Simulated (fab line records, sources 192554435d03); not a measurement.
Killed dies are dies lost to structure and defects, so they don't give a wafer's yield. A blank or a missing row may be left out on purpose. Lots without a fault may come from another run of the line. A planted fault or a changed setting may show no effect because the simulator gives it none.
A struck lot beside a sound one | flow n5_finfet | 15 steps out of a route of 1938
Sound: wafers L908.1, L908.3, L908.5. Struck: wafers L927.1, L927.3, L927.6. The cause comes at the end.
At each step with rows: each side's tool, then ch and its chambers, then its first start. Under that, the readings that differ: sound wafers | struck wafers | difference of the means | sigmas: that difference in standard deviations of wafers without a fault.
alike: readings whose means differ by less than 2 such deviations, and words and numbers that are the same on both sides. not compared: withheld readings, readings that some wafer has no value for, bounds like >300 that may hide the same value, and numbers for which the record gives no deviation and whose values overlap.
The two part at a step that has a row with sigmas, a row that says differs or no value, or rows on one side only. Numbers that don't overlap but have no deviation are shown without sigmas and don't part them. A reading that every wafer of one side lacks parts them only if that side has two wafers or more.

N5_BEOL_M8_OCD_MEAS_38:
  sound on ocd-01, day 9 00:55; struck on ocd-02, day 15 01:04
  alike: trench_depth_nm
then, 4 steps without rows for these wafers: N5_BEOL_M8_HM_STRIP_39 (strips TiN in peroxide tin strip, target depth 25 nm, time 158 s); N5_BEOL_M8_SRD_40 (time 30 s); N5_BEOL_M8_PRECLEAN_42 (cleans in residue remover, time 60 s); N5_BEOL_M8_SRD_43 (time 30 s).
N5_BEOL_M8_CD_MEAS_35: target cd 40 nm.
  sound on cd_sem-03, day 9 01:04; struck on cd_sem-02, day 15 01:14
  alike: cd_nm
N5_BEOL_M8_CURE_75: cures SiCOH lowk, time 120 s.
  sound on uv_cure-01 ch 0, day 9 01:07; struck on uv_cure-03 ch 1, day 15 01:16
  alike: lamp_power_pct, wafer_temp_C_max
N5_BEOL_M8_DEGAS_44: time 60 s.
  sound on pvd_sputter-03, day 9 01:50; struck on pvd_sputter-02, day 15 02:14
  alike: heater_power_w
N5_BEOL_M8_PRE_CLEAN_45: time 30 s.
  sound on pvd_sputter-03, day 9 01:53; struck on pvd_sputter-02, day 15 02:17
  alike: heater_power_w
N5_BEOL_M8_ALD_77: deposits TaN, target thk 2 nm, pulse time 2 s, purge time 3 s.
  sound on ald_metal-02 ch 0,1,3, day 9 01:56; struck on ald_metal-02 ch 0,2,3, day 15 02:20
  alike: heater_power_w, precursor_vessel_temp_c
  not compared: since_wet_clean_h
N5_BEOL_M8_SURFACE_TREAT_79:
  sound on pvd_sputter-03, day 9 02:17; struck on pvd_sputter-01, day 15 02:55
  alike: ar_flow_sccm
  not compared: throttle_valve_pct
then, 1 step without rows for these wafers: N5_BEOL_M8_CVD_78 (deposits Co from CCTBA/H2, target thk 2 nm, time 142.3 s).
N5_BEOL_M8_SPUTTER_48: material Cu, target thk 10 nm, time 1.667 s.
  sound on pvd_sputter-03, day 9 02:49; struck on pvd_sputter-03, day 15 03:08
  reading                | sound             | struck            | difference | sigmas
  cathode_dc_power_W (W) | 26006 26000 26008 | 24500 24513 24505 | -1499      | -99 or more
  alike: chuck_gas_flow_sccm, throttle_valve_pct
then, 2 steps without rows for these wafers: N5_BEOL_M8_ECD_50 (material Cu, target thk 300 nm); N5_PASSIVATION_PROBE_49.

WHERE THEY PART
Only at N5_BEOL_M8_SPUTTER_48, within this record.

WHY: what the simulator had put in
Process parameter drift: pvd_sputter-03, from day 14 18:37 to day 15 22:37, at N5_BEOL_M8_SPUTTER_48. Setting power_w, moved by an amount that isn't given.
